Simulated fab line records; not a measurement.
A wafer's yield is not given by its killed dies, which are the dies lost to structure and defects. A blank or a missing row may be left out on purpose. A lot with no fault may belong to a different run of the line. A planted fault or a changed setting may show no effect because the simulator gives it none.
Problem report in the 8D (eight disciplines) form, filled by code | flow n5-finfet | the parts of the form that need people (team, actions taken, sign-off) are left out

== 1. WHAT WENT WRONG ==
Mean of exposure-dose-mJ-cm2 at N5_BEOL_M9_EXPOSE_08: 52.39 across 6 wafers in 2 lots; on wafers with no fault it is 53.71 (standard deviation 0.054). Measured from the usual mean, that is -24 standard deviations.
The step: exposes mask M9.
The first sign was on wafer L655.1 at day 13 03:19, on arfi-scanner-02. At this step, 31 wafers from 11 lots have a number in the record. By rule, "out" or "out of limits" means more than 4 standard deviations away from the usual mean. Any other wafer with a number is counted as sound.

== 2. WHAT IT IS; WHAT IT IS NOT ==
question                    | is                     | is not
which readings at this step | exposure-dose-mJ-cm2   | stage-vel-mm-s
which lots                  | L655, L660             | L646, L648, L650, L651, L652, L653, L657, L664, L665
which wafers of those lots  | all that have a number | -
read on which tools         | arfi-scanner-02        | arfi-scanner-01, arfi-scanner-03
when                        | from day 13 03:19      | up to then (17 sound wafers); but 8 sound wafers of L657, L664, L665 came after

== 3. SUSPECTS, AND WHAT RULES EACH OUT ==
Counting: any tool at a process step up to the reading is kept as a suspect provided that every lot that is out went through it and no sound lot did after the first of them.
- arfi-scanner-02 at N5_BEOL_M9_EXPOSE_08 (exposes mask M9): kept. It ran every lot that is out, first L655 (day 13 03:19), and no sound lot after that; its last sound lot up to then is L653 (day 12 19:43). Its own readings are out on those wafers: exposure-dose-mJ-cm2.
Remaining after the count: arfi-scanner-02 at N5_BEOL_M9_EXPOSE_08.

== 4. THE CAUSE (what the simulator had put in) ==
Process parameters drifting: arfi-scanner-02 at N5_BEOL_M9_EXPOSE_08, beginning at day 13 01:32. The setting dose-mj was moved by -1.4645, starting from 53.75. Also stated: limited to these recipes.
Counting left only this tool.

== 5. SEQUENCE OF EFFECTS, ordered by route ==
Each row: a reading where the mean over the struck wafers with a number is more than 3 standard deviations away from the usual. Only readings whose record carries a usual standard deviation are examined. hours: median over the lots of the time between each lot's start at the first step of this table that gives one and its start at this step. sigmas: the change, counted in usual standard deviations.
hours | step                 | reading              | usual | on struck wafers | change | sigmas
0     | N5_BEOL_M9_EXPOSE_08 | exposure-dose-mJ-cm2 | 53.71 | 52.39            | -1.32  | -24
It contains these process steps:
- N5_BEOL_M9_EXPOSE_08: exposes mask M9.
Later measuring or inspecting steps at which every struck wafer that the step has a row for has a number for every such reading, and none has moved that far: N5_BEOL_M9_INSPECT_13.

== 6. HOW IT WOULD HAVE BEEN CAUGHT EARLIER ==
2 hours passed between the start of the fault at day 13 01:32 and the first reading out of limits in this record, taken at day 13 03:19.
